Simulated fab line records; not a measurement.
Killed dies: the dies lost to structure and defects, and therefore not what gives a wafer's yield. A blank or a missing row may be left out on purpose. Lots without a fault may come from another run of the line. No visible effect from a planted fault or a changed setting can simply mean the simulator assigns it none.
Split-lot study | flow n5-finfet | on a route of 1938 steps: 7 lots, 21 wafers read

## SPLIT DETAILS
At N5_FIN_SAQP_PECVD_06 (deposits a-Si from SiH4/He, target thk 60 nm, time 48.1 s), the setting time-s was moved away from the recipe's 48.1 s on 11 of the 21 wafers read, by -14.1% to +13.7%. For the rest of the wafers, this setting stayed at what the recipe calls for.

The reading is taken at the split's own step.

## THE READING
a-Si_of_FIN_SAQP_PECVD_06.thk-nm (the simulator's own value, which no gauge read), in nm, at N5_FIN_SAQP_PECVD_06 (deposits a-Si from SiH4/He, target thk 60 nm, time 48.1 s). No usual value for it is given in the file. Here, 10 wafers ran the recipe; their average is 60.26 nm with a standard deviation of 0.7 nm.

wafer  | tool, chamber at the split | time-s as run, s | against the recipe | a-Si_of_FIN_SAQP_PECVD_06.thk-nm, nm | against lot-mates on the recipe
L077.1 | pecvd-04, 0                | 52.54            | +9.2%              | 64.12                                | +4.23
L077.2 | pecvd-04, 1                | 52.54            | +9.2%              | 65.48                                | +5.59
L077.3 | pecvd-04, 1                | 48.1             | recipe             | 59.89                                | -
L081.1 | pecvd-02, 0                | 42.97            | -10.7%             | 53.51                                | -6.42
L081.4 | pecvd-02, 2                | 42.97            | -10.7%             | 53.09                                | -6.84
L081.5 | pecvd-02, 1                | 48.1             | recipe             | 59.93                                | -
L084.4 | pecvd-02, 0                | 48.1             | recipe             | 59.38                                | -
L084.5 | pecvd-02, 2                | 53.15            | +10.5%             | 65.28                                | +5.90
L084.6 | pecvd-02, 1                | 53.15            | +10.5%             | 65.47                                | +6.09
L086.1 | pecvd-02, 2                | 43.53            | -9.5%              | 53.15                                | -7.35
L086.3 | pecvd-02, 0                | 48.1             | recipe             | 60.2                                 | -
L086.5 | pecvd-02, 2                | 48.1             | recipe             | 60.79                                | -
L088.4 | pecvd-01, 1                | 41.34            | -14.1%             | 51.47                                | -10.16
L088.5 | pecvd-01, 2                | 41.34            | -14.1%             | 51.4                                 | -10.23
L088.6 | pecvd-01, 0                | 48.1             | recipe             | 61.63                                | -
L091.1 | pecvd-01, 2                | 48.1             | recipe             | 59.75                                | -
L091.2 | pecvd-01, 0                | 48.1             | recipe             | 59.93                                | -
L091.5 | pecvd-01, 0                | 48.1             | recipe             | 61.32                                | -
L094.1 | pecvd-02, 1                | 54.71            | +13.7%             | 66.63                                | +6.88
L094.3 | pecvd-02, 0                | 54.71            | +13.7%             | 67.15                                | +7.40
L094.5 | pecvd-02, 0                | 48.1             | recipe             | 59.75                                | -

FIT RESULTS
A straight line over all 21 wafers: a-Si_of_FIN_SAQP_PECVD_06.thk-nm changes by +0.568 nm for each +1% of time-s; r = +0.99; the points scatter about the line by 0.79 nm.
The same after taking each lot's own level away (the mean of its wafers on the recipe; 21 wafers): +0.617 nm for each +1%; r = +0.99; scatter 0.74 nm.
Per that fit: largest time-s move, reading shift of 8.7 nm.
The lots' own levels span 59.380 to 61.630 nm, that is 3.2 times the standard deviation above.
Consequently the slope shifts little with the lot-to-lot level, the two slopes agreeing.
Check: -8.91 nm against its lot-mates is what the line predicts for one of the wafers moved furthest among these (-14.1%) when that wafer is left out of the fit. It came out at -10.2 nm against them.

## FURTHER SPLITS ON THESE WAFERS
Other splits were also applied to these wafers ahead of the reading. Each is held against what the fit with the lots' levels taken away leaves over:
other split on the same wafers        | wafers away from the commonest value | r with a-Si_of_FIN_SAQP_PECVD_06.thk-nm (lot level and that fit taken away)
N5_WELL_APT_EXPOSE_05 dose-mj         | 4                                    | -0.02
N5_WELL_APT_DEVELOP_07 develop-time-s | 6                                    | +0.22

## THE WHOLE CHAIN: every reading that the file lists as answering this split, in the file's order
step                    | what it does                                              | reading                                                                           | change (the file's fit)               | r (the file's)
N5_FIN_SAQP_PECVD_06    | deposits a-Si from SiH4/He, target thk 60 nm, time 48.1 s | a-Si_of_FIN_SAQP_PECVD_06.thk-nm (the simulator's own value, which no gauge read) | +0.624 nm for each +1% of the setting | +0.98
N5_FIN_SAQP_THK_MEAS_07 |                                                           | thk-nm                                                                            | withheld for each +1% of the setting  | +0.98

## THE FILE'S OWN FIT
a-Si_of_FIN_SAQP_PECVD_06.thk-nm changes by +0.624 nm for each +1% of time-s, r = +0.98.
